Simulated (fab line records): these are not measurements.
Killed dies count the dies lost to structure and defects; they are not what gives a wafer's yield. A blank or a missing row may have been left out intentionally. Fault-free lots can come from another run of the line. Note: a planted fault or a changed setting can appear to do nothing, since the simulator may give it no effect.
Which tool is to blame? :: flow nand-harc :: Sampling: 12 lots, 36 wafers, 6 of 1302 route steps

WHAT THE GAUGES READ, wafer by wafer
NHARC_HYBRID_BOND_OVL_MEAS_05.
lot: L453
measured: day 23 01:31
on: overlay-02
overlay-x-nm (nm): 7 21 3
overlay-y-nm (nm): 0 -46 -70

lot: L455
measured: day 24 11:13
on: overlay-01
overlay-x-nm (nm): -16 14 46
overlay-y-nm (nm): -21 8 -1

lot: L464
measured: day 28 11:40
on: overlay-02
overlay-x-nm (nm): 13 -26 18
overlay-y-nm (nm): 11 -23 -31

lot: L462
measured: day 28 19:07
on: overlay-02
overlay-x-nm (nm): -20 2 11
overlay-y-nm (nm): -3 -10 -22

lot: L466
measured: day 28 19:07
on: overlay-01
overlay-x-nm (nm): 8 -57 -23
overlay-y-nm (nm): 60 20 22

lot: L467
measured: day 29 11:35
on: overlay-01
overlay-x-nm (nm): -17 -19 42
overlay-y-nm (nm): -34 5 14

lot: L468
measured: day 29 20:32
on: overlay-01
overlay-x-nm (nm): -6 -6 19
overlay-y-nm (nm): -22 47 1

lot: L472
measured: day 31 18:05
on: overlay-02
overlay-x-nm (nm): -37 53 -6
overlay-y-nm (nm): 50 -55 -12

lot: L473
measured: day 31 18:05
on: overlay-01
overlay-x-nm (nm): 10 5 26
overlay-y-nm (nm): 13 14 -31

lot: L475
measured: day 32 10:07
on: overlay-02
overlay-x-nm (nm): 26 -18 -40
overlay-y-nm (nm): 12 26 -17

lot: L474
measured: day 32 10:07
on: overlay-02
overlay-x-nm (nm): 17 -20 -15
overlay-y-nm (nm): 27 -22 38

lot: L476
measured: day 33 23:52
on: overlay-01
overlay-x-nm (nm): 9 -21 22
overlay-y-nm (nm): -35 -35 45

NHARC_THIN_TSV_INSPECT_40.
lot: L453
measured: day 23 16:05
on: defect-inspect-02
raw-defect-count: 562 597 438

lot: L455
measured: day 25 01:50
on: defect-inspect-01
raw-defect-count: 506 497 481

lot: L464
measured: day 29 02:19
on: defect-inspect-01
raw-defect-count: 1146 1227 1249

lot: L462
measured: day 29 12:51
on: defect-inspect-02
raw-defect-count: 1057 1171 1083

lot: L466
measured: day 29 12:52
on: defect-inspect-01
raw-defect-count: 642 526 490

lot: L467
measured: day 30 01:59
on: defect-inspect-01
raw-defect-count: 641 818 789

lot: L468
measured: day 30 11:08
on: defect-inspect-02
raw-defect-count: 531 610 601

lot: L472
measured: day 32 17:43
on: defect-inspect-01
raw-defect-count: 478 473 418

lot: L473
measured: day 32 17:43
on: defect-inspect-01
raw-defect-count: 576 455 535

lot: L475
measured: day 33 00:58
on: defect-inspect-02
raw-defect-count: 534 554 559

lot: L474
measured: day 33 00:58
on: defect-inspect-01
raw-defect-count: 444 506 467

lot: L476
measured: day 34 15:31
on: defect-inspect-01
raw-defect-count: 630 533 423

NHARC_END_SORT_01.
lot: L453
measured: day 23 19:09
on: prober-02
defect-limited-yield (%): 94 91 92
killed-at-array: 39 55 57
killed-at-other: 2 2 0
killed-at-periphery: 2 2 0
killed-dies: 43 59 57
killed-open: 4 4 5
killed-short: 2 3 2

lot: L455
measured: day 25 04:52
on: prober-02
defect-limited-yield (%): 90 88 90
killed-at-array: 59 66 64
killed-at-other: 1 4 3
killed-at-periphery: 7 8 4
killed-dies: 67 78 71
killed-open: 1 2 2
killed-short: 2 2 6

lot: L464
measured: day 29 05:22
on: prober-01
defect-limited-yield (%): 78 84 85
killed-at-array: 58 46 45
killed-at-other: 84 50 54
killed-at-periphery: 5 9 5
killed-dies: 147 105 104
killed-open: 2 2 3
killed-short: 6 2 1

lot: L462
measured: day 29 15:52
on: prober-01
defect-limited-yield (%): 85 86 86
killed-at-array: 13 30 12
killed-at-other: 82 58 80
killed-at-periphery: 5 6 2
killed-dies: 100 94 94
killed-open: 0 9 2
killed-short: 1 4 1

lot: L466
measured: day 29 15:57
on: prober-02
defect-limited-yield (%): 87 91 90
killed-at-array: 81 55 63
killed-at-other: 0 0 2
killed-at-periphery: 5 5 2
killed-dies: 86 60 67
killed-open: 3 3 6
killed-short: 2 4 5

lot: L467
measured: day 30 08:26
on: prober-02
defect-limited-yield (%): 90 91 91
killed-at-array: 66 52 58
killed-at-other: 0 0 0
killed-at-periphery: 2 7 3
killed-dies: 68 59 61
killed-open: 0 8 4
killed-short: 2 1 6

lot: L468
measured: day 30 15:47
on: prober-01
defect-limited-yield (%): 92 93 91
killed-at-array: 40 44 50
killed-at-other: 0 0 0
killed-at-periphery: 12 5 13
killed-dies: 52 49 63
killed-open: 2 3 5
killed-short: 1 3 4

lot: L472
measured: day 32 20:44
on: prober-01
defect-limited-yield (%): 89 90 91
killed-at-array: 68 57 51
killed-at-other: 5 2 4
killed-at-periphery: 4 7 4
killed-dies: 77 66 59
killed-open: 5 5 1
killed-short: 1 3 0

lot: L473
measured: day 33 00:01
on: prober-02
defect-limited-yield (%): 88 91 91
killed-at-array: 78 59 61
killed-at-other: 1 0 1
killed-at-periphery: 2 3 1
killed-dies: 81 62 63
killed-open: 1 4 4
killed-short: 4 1 1

lot: L475
measured: day 33 06:16
on: prober-01
defect-limited-yield (%): 86 88 90
killed-at-array: 83 75 57
killed-at-other: 6 1 3
killed-at-periphery: 8 4 5
killed-dies: 97 80 65
killed-open: 2 3 3
killed-short: 3 1 2

lot: L474
measured: day 33 07:00
on: prober-02
defect-limited-yield (%): 96 98 97
killed-at-array: 22 9 19
killed-at-other: 0 0 0
killed-at-periphery: 3 2 4
killed-dies: 25 11 23
killed-open: 6 2 9
killed-short: 3 4 1

lot: L476
measured: day 34 19:23
on: prober-01
defect-limited-yield (%): 94 93 93
killed-at-array: 43 44 45
killed-at-other: 1 2 0
killed-at-periphery: 0 3 4
killed-dies: 44 49 49
killed-open: 3 4 3
killed-short: 0 1 2

WHICH TOOL RAN EACH LOT (tool, then ch and the chambers of the sampled wafers, then the start)
lot: L453
NHARC_THIN_TSV_ETCH_44: rie-diel-12 ch 0,2,3, day 23 04:30
NHARC_THIN_TSV_ETCH_59: rie-metal-03 ch 0,1, day 23 10:13
NHARC_THIN_TSV_STRIP_56: plasma-asher-02 ch 0,1, day 23 10:46

lot: L455
NHARC_THIN_TSV_ETCH_44: rie-diel-01 ch 1,2, day 24 15:25
NHARC_THIN_TSV_ETCH_59: rie-metal-01 ch 1, day 24 21:22
NHARC_THIN_TSV_STRIP_56: plasma-asher-01 ch 0,1, day 24 21:58

lot: L464
NHARC_THIN_TSV_ETCH_44: rie-diel-10 ch 1,2,3, day 28 14:43
NHARC_THIN_TSV_ETCH_59: rie-metal-02 ch 0,1, day 28 20:31
NHARC_THIN_TSV_STRIP_56: plasma-asher-02 ch 0,1, day 28 20:52

lot: L462
NHARC_THIN_TSV_ETCH_44: rie-diel-12 ch 1,2,3, day 28 22:13
NHARC_THIN_TSV_ETCH_59: rie-metal-02 ch 0,1, day 29 04:31
NHARC_THIN_TSV_STRIP_56: plasma-asher-01 ch 0,1, day 29 04:55

lot: L466
NHARC_THIN_TSV_ETCH_44: rie-diel-01 ch 0,3, day 28 23:25
NHARC_THIN_TSV_ETCH_59: rie-metal-03 ch 0,1, day 29 05:17
NHARC_THIN_TSV_STRIP_56: plasma-asher-02 ch 0,1, day 29 05:41

lot: L467
NHARC_THIN_TSV_ETCH_44: rie-diel-12 ch 0,1, day 29 14:30
NHARC_THIN_TSV_ETCH_59: rie-metal-01 ch 0,1, day 29 20:18
NHARC_THIN_TSV_STRIP_56: plasma-asher-01 ch 0,1, day 29 20:40

lot: L468
NHARC_THIN_TSV_ETCH_44: rie-diel-12 ch 1,3, day 29 23:35
NHARC_THIN_TSV_ETCH_59: rie-metal-01 ch 0,1, day 30 05:28
NHARC_THIN_TSV_STRIP_56: plasma-asher-02 ch 0,1, day 30 05:50

lot: L472
NHARC_THIN_TSV_ETCH_44: rie-diel-01 ch 0,2,3, day 32 02:41
NHARC_THIN_TSV_ETCH_59: rie-metal-03 ch 0,1, day 32 08:30
NHARC_THIN_TSV_STRIP_56: plasma-asher-01 ch 0,1, day 32 08:52

lot: L473
NHARC_THIN_TSV_ETCH_44: rie-diel-12 ch 1,2, day 32 04:02
NHARC_THIN_TSV_ETCH_59: rie-metal-02 ch 0,1, day 32 09:56
NHARC_THIN_TSV_STRIP_56: plasma-asher-02 ch 0,1, day 32 10:31

lot: L475
NHARC_THIN_TSV_ETCH_44: rie-diel-01 ch 0,2,3, day 32 13:07
NHARC_THIN_TSV_ETCH_59: rie-metal-01 ch 0,1, day 32 19:14
NHARC_THIN_TSV_STRIP_56: plasma-asher-01 ch 0,1, day 32 19:37

lot: L474
NHARC_THIN_TSV_ETCH_44: rie-diel-10 ch 0,1,2, day 32 14:18
NHARC_THIN_TSV_ETCH_59: rie-metal-03 ch 0,1, day 32 20:16
NHARC_THIN_TSV_STRIP_56: plasma-asher-01 ch 0,1, day 32 20:37

lot: L476
NHARC_THIN_TSV_ETCH_44: rie-diel-12 ch 0,3, day 34 02:55
NHARC_THIN_TSV_ETCH_59: rie-metal-01 ch 0,1, day 34 09:01
NHARC_THIN_TSV_STRIP_56: plasma-asher-01 ch 0,1, day 34 09:21
- NHARC_THIN_TSV_ETCH_44: etches the open film in CF4/O2, target depth 1594.2 nm, time 797.1 s.
- NHARC_THIN_TSV_ETCH_59: etches the open film in Cl2/BCl3, target depth 880 nm, time 138.1 s.
- NHARC_THIN_TSV_STRIP_56: strips in O2.

AS READ BY THE TOOLS THEMSELVES (means over the sampled wafers that have a number; for cases with no such wafer, the mark the record gives instead)
NHARC_THIN_TSV_ETCH_44.
lot: L453
tool: rie-diel-12
drypump-motor-current-A (A): 5.8
oes-product-au (a.u.): 1.008
rf-vpp-V (V): 793
showerhead-plenum-p-Torr (Torr): 1.82
throttle-valve-pct (%): 16.927

lot: L455
tool: rie-diel-01
drypump-motor-current-A (A): 5.8
oes-product-au (a.u.): 0.986
rf-vpp-V (V): 790
showerhead-plenum-p-Torr (Torr): 1.77
throttle-valve-pct (%): 16.916

lot: L464
tool: rie-diel-10
drypump-motor-current-A (A): 6.0
oes-product-au (a.u.): 0.998
rf-vpp-V (V): 799
showerhead-plenum-p-Torr (Torr): 1.90
throttle-valve-pct (%): 16.909

lot: L462
tool: rie-diel-12
drypump-motor-current-A (A): 5.6
oes-product-au (a.u.): 0.996
rf-vpp-V (V): 792
showerhead-plenum-p-Torr (Torr): 1.79
throttle-valve-pct (%): 16.915

lot: L466
tool: rie-diel-01
drypump-motor-current-A (A): 5.0
oes-product-au (a.u.): 1.015
rf-vpp-V (V): 798
showerhead-plenum-p-Torr (Torr): 1.89
throttle-valve-pct (%): 16.917

lot: L467
tool: rie-diel-12
drypump-motor-current-A (A): 6.3
oes-product-au (a.u.): 1.001
rf-vpp-V (V): 795
showerhead-plenum-p-Torr (Torr): 1.82
throttle-valve-pct (%): 16.916

lot: L468
tool: rie-diel-12
drypump-motor-current-A (A): 5.7
oes-product-au (a.u.): 0.999
rf-vpp-V (V): 791
showerhead-plenum-p-Torr (Torr): 1.77
throttle-valve-pct (%): 16.905

lot: L472
tool: rie-diel-01
drypump-motor-current-A (A): 5.5
oes-product-au (a.u.): 1.006
rf-vpp-V (V): 798
showerhead-plenum-p-Torr (Torr): 1.87
throttle-valve-pct (%): 16.907

lot: L473
tool: rie-diel-12
drypump-motor-current-A (A): 5.5
oes-product-au (a.u.): 0.995
rf-vpp-V (V): 793
showerhead-plenum-p-Torr (Torr): 1.80
throttle-valve-pct (%): 16.912

lot: L475
tool: rie-diel-01
drypump-motor-current-A (A): 5.5
oes-product-au (a.u.): 1.006
rf-vpp-V (V): 796
showerhead-plenum-p-Torr (Torr): 1.87
throttle-valve-pct (%): 16.916

lot: L474
tool: rie-diel-10
drypump-motor-current-A (A): 5.6
oes-product-au (a.u.): 0.989
rf-vpp-V (V): 798
showerhead-plenum-p-Torr (Torr): 1.90
throttle-valve-pct (%): 16.918

lot: L476
tool: rie-diel-12
drypump-motor-current-A (A): 6.2
oes-product-au (a.u.): 1.001
rf-vpp-V (V): 793
showerhead-plenum-p-Torr (Torr): 1.83
throttle-valve-pct (%): 16.916

NHARC_THIN_TSV_ETCH_59.
lot: L453
tool: rie-metal-03
drypump-motor-current-A (A): 5.63
oes-product-au (a.u.): 0.995
throttle-valve-pct (%): 22.267

lot: L455
tool: rie-metal-01
drypump-motor-current-A (A): 5.95
oes-product-au (a.u.): 1.001
throttle-valve-pct (%): 22.262

lot: L464
tool: rie-metal-02
drypump-motor-current-A (A): 5.77
oes-product-au (a.u.): 1.017
throttle-valve-pct (%): 22.264

lot: L462
tool: rie-metal-02
drypump-motor-current-A (A): 5.75
oes-product-au (a.u.): 1.017
throttle-valve-pct (%): 22.271

lot: L466
tool: rie-metal-03
drypump-motor-current-A (A): 5.61
oes-product-au (a.u.): 0.979
throttle-valve-pct (%): 22.262

lot: L467
tool: rie-metal-01
drypump-motor-current-A (A): 5.92
oes-product-au (a.u.): 0.986
throttle-valve-pct (%): 22.264

lot: L468
tool: rie-metal-01
drypump-motor-current-A (A): 5.94
oes-product-au (a.u.): 0.999
throttle-valve-pct (%): 22.259

lot: L472
tool: rie-metal-03
drypump-motor-current-A (A): 5.63
oes-product-au (a.u.): 0.998
throttle-valve-pct (%): 22.260

lot: L473
tool: rie-metal-02
drypump-motor-current-A (A): 5.77
oes-product-au (a.u.): 1.008
throttle-valve-pct (%): 22.263

lot: L475
tool: rie-metal-01
drypump-motor-current-A (A): 5.93
oes-product-au (a.u.): 0.992
throttle-valve-pct (%): 22.268

lot: L474
tool: rie-metal-03
drypump-motor-current-A (A): 5.60
oes-product-au (a.u.): 0.998
throttle-valve-pct (%): 22.261

lot: L476
tool: rie-metal-01
drypump-motor-current-A (A): 5.92
oes-product-au (a.u.): 0.991
throttle-valve-pct (%): 22.262

NHARC_THIN_TSV_STRIP_56.
lot: L453
tool: plasma-asher-02
drypump-motor-current-A (A): 5.6
heater-power-w (W): 349

lot: L455
tool: plasma-asher-01
drypump-motor-current-A (A): 5.9
heater-power-w (W): 337

lot: L464
tool: plasma-asher-02
drypump-motor-current-A (A): 5.7
heater-power-w (W): 341

lot: L462
tool: plasma-asher-01
drypump-motor-current-A (A): 5.9
heater-power-w (W): 333

lot: L466
tool: plasma-asher-02
drypump-motor-current-A (A): 5.6
heater-power-w (W): 353

lot: L467
tool: plasma-asher-01
drypump-motor-current-A (A): 5.9
heater-power-w (W): 335

lot: L468
tool: plasma-asher-02
drypump-motor-current-A (A): 5.6
heater-power-w (W): 345

lot: L472
tool: plasma-asher-01
drypump-motor-current-A (A): 6.2
heater-power-w (W): 340

lot: L473
tool: plasma-asher-02
drypump-motor-current-A (A): 5.7
heater-power-w (W): 334

lot: L475
tool: plasma-asher-01
drypump-motor-current-A (A): 6.2
heater-power-w (W): 341

lot: L474
tool: plasma-asher-01
drypump-motor-current-A (A): 6.2
heater-power-w (W): 345

lot: L476
tool: plasma-asher-01
drypump-motor-current-A (A): 5.9
heater-power-w (W): 346

THE ANSWER, worked out from the rows above alone
Rule: the lots themselves supply what counts as usual. Put in order of their means at a reading, lots are off if they are a third of the lots or fewer, leave a main group of 4 or more, and stand apart from it by a gap of 3 or more times the standard deviation of the main group's means; of several such gaps the widest counts. Not used: any main group whose means are identical at the precision the tables above print for the reading. Also off: a lot with no number at a reading for which 4 or more lots have one. All remaining lots with rows at the step are treated as sound. The gauges are gone through in route order, then the tools' own readings, and for those a lot's mean is taken as printed above. The first step at which some lot is off is used, and at that step the reading that is off furthest; a lot without a number counts as furthest.
Off: L464, L462, at NHARC_THIN_TSV_INSPECT_40 (raw-defect-count). The main group has a mean of 544 with a standard deviation of 77.
If a tool, at a process step before that reading, ran all the lots that are off and no sound lot after the first of them, it fits. The gauges at NHARC_THIN_TSV_INSPECT_40 aren't tried: what is off there is off at NHARC_END_SORT_01 too, on other tools, and a gauge's error can't cause that. Not one of the candidates tried fits.

WHAT THE SIMULATOR HAD PUT IN
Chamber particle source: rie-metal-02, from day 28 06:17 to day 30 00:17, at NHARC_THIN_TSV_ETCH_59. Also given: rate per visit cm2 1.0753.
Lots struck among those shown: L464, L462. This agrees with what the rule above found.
